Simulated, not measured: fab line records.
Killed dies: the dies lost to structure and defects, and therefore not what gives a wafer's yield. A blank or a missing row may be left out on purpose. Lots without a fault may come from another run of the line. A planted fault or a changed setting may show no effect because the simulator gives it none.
One fault through the eyes of 2 desks -- flow n5 finfet -- every desk sees just its own numbers, and what lay behind them comes last

## FROM THE METROLOGY DESK
Lot by lot, what the gauges showed, no matter which tool ran the lot: averages of those sampled wafers that carry a number. If a lot's mean is further than 4 standard deviations from the usual mean, the lot is out of limits and carries the mark OUT (the distance appears in the brackets).
Columns: A = M14_ILD_THK at N5_BEOL_M14_THK_MEAS_01, usual 1120 nm
lot,first seen here,A
L426,day 15 12:16,1131
L428,day 15 19:18,1130
L429,day 16 22:22,1116
L434,day 18 00:37,1140
L435,day 18 12:26,1110
L441,day 19 12:22,1113
L446,day 19 21:02,1118
L444,day 20 03:13,1098
L445,day 20 09:07,1115
L447,day 20 19:45,1122
This desk's finding: nothing out of limits on any of the 10 lots.

## THE TOOL OWNER'S DESK: pecvd-02
The tool's own readings at N5_BEOL_M14_ILD_DEP_00 (deposits SiO2 from TEOS/O2, target thk 1119.3 nm, time 237.4 s): means of the sampled wafers that have a number, for each lot that ran on this tool. If a lot's mean is further than 4 standard deviations from the usual mean, the lot is out of limits and carries the mark OUT (the distance appears in the brackets).
Columns: A = heater power w at N5_BEOL_M14_ILD_DEP_00, usual 569 W; B = run length s at N5_BEOL_M14_ILD_DEP_00, usual 280.6 s; C = showerhead plenum p Torr at N5_BEOL_M14_ILD_DEP_00, usual 8.341 Torr; D = throttle valve pct at N5_BEOL_M14_ILD_DEP_00, usual 19.0 %
lot,first seen here,A,B,C,D
L428,day 15 19:07,630,280.5,8.344,18.2
L434,day 18 00:07,470,280.7,8.336,17.7
L435,day 18 12:14,514,276.7 (-6.7) OUT,8.357,17.8
L441,day 19 12:14,541,273.6 (-12) OUT,8.332,17.6
This desk's finding: out of limits on L435, L441; first on L435, day 18 12:14 (run length s at N5_BEOL_M14_ILD_DEP_00). L428, L434 stayed within limits.

## ALL TOGETHER
An alarm could have come from the tool owner's desk at day 18 12:14, on L435, L441.
The metrology desk saw nothing out of limits.
The metrology desk has L435, L441 on record, within its limits.
Every lot named ran N5_BEOL_M14_ILD_DEP_00 on pecvd-02.

## WHAT THE SIMULATOR PUT IN
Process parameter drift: pecvd-02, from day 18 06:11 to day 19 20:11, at N5_BEOL_M14_ILD_DEP_00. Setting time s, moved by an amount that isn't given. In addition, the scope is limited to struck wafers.
Struck lots among those shown: L435, L441.
Delay in hours, fault start to first out-of-limits reading, by desk: the tool owner's desk at 6.
